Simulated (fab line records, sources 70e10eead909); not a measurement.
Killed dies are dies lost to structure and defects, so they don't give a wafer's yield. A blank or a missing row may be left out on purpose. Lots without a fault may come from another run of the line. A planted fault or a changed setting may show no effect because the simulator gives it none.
Problem report in the 8D (eight disciplines) form, filled by code | flow nand_harc | the parts of the form that need people (team, actions taken, sign-off) are left out

1. THE PROBLEM
run_length_s at NHARC_A_BLC_ETCH_17 reads a mean of 615.6 s on 1 wafer of 1 lot; wafers without a fault read 630.8 s with a standard deviation of 0.53. That is -29 standard deviations from the usual mean.
The step: etches the open film in N2/H2, target depth 390 nm, time 609.38 s.
First seen on wafer L819.2, day 23 21:23, on rie_diel-11. The record holds 36 wafers of 12 lots with a number at this step. Rule for "out", or "out of limits": more than 4 standard deviations from the usual mean. The other wafers with a number count as sound.

2. WHAT IT IS AND WHAT IT IS NOT
question                    | is                | is not
which readings at this step | run_length_s      | drypump_motor_current_A, oes_product_au, rf_vpp_V, showerhead_plenum_p_Torr
which lots                  | L819              | L816, L818, L820, L821, L830, L832, L833, L834, L835, L838, L839
which wafers of those lots  | L819.2            | L819.1, L819.4
read on which tools         | rie_diel-11       | rie_diel-02, rie_diel-09
when                        | from day 23 21:23 | up to then (11 sound wafers); but 24 sound wafers of L821, L830, L832, L833, L834, L835, L838, L839 came after

3. SUSPECTS, AND WHAT RULES EACH OUT
Counting: a tool at a process step up to the reading stays a suspect if it ran every lot that is out. Sound lots after the first of them don't rule it out here, since some wafers of a struck lot are sound.
- rie_diel-01 at NHARC_A_CONTACT_STRIP_26 (strips in O2): kept. It ran the lot that is out, L819 (day 23 19:00); its last sound lot up to then is L820 (day 23 17:03). NHARC_A_CONTACT_STRIP_26 gives no start for some lots, so the hours and the order of its lots are those of NHARC_A_CONTACT_ALD_18.
- ald_metal-03 at NHARC_A_CONTACT_ALD_18 (deposits TiN, target thk 3 nm, pulse time 1 s, ald cycles 150): kept. It ran the lot that is out, L819 (day 23 19:00); its last sound lot up to then is L816 (day 22 18:34).
- rie_diel-11 at NHARC_A_BLC_ETCH_17 (etches the open film in N2/H2, target depth 390 nm, time 609.38 s): kept. It ran the lot that is out, L819 (day 23 21:23); its last sound lot up to then is L820 (day 23 19:22). Its own readings are out on those wafers: run_length_s.
- Within rie_diel-01 at NHARC_A_CONTACT_STRIP_26: the wafers that are out ran in chamber 0; their sound lot-mates ran in chambers 1, 3.
- Within rie_diel-11 at NHARC_A_BLC_ETCH_17: the wafers that are out ran in chamber 2; their sound lot-mates ran in chambers 0, 1.
Left after counting: rie_diel-01 at NHARC_A_CONTACT_STRIP_26, ald_metal-03 at NHARC_A_CONTACT_ALD_18, rie_diel-11 at NHARC_A_BLC_ETCH_17.

4. THE CAUSE (what the simulator had put in)
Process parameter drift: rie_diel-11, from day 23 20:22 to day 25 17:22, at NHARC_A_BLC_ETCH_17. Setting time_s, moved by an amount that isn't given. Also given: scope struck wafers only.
Counting left 3 suspects, and this tool is among them.

5. THE CHAIN OF EFFECTS, in route order
Each row: a reading whose mean over the struck wafers that have a number lies more than 3 standard deviations from the usual. Only readings for which the record gives a usual standard deviation are gone through. hours: the time from each lot's start at the first step in this table that gives one to its start at this step, as a median over the lots. sigmas: the change in usual standard deviations.
hours | step                | reading      | usual   | on struck wafers | change | sigmas
0     | NHARC_A_BLC_ETCH_17 | run_length_s | 630.8 s | 615.6            | -15.2  | -29
The process steps in it:
- NHARC_A_BLC_ETCH_17: etches the open film in N2/H2, target depth 390 nm, time 609.38 s.
Later measuring or inspecting steps at which every struck wafer that the step has a row for has a number for every such reading, and none has moved that far: NHARC_END_SORT_01.

6. WHAT WOULD HAVE CAUGHT IT SOONER
In this record the first reading out of limits was taken at day 23 21:23, 1 hour after the fault began at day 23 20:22.
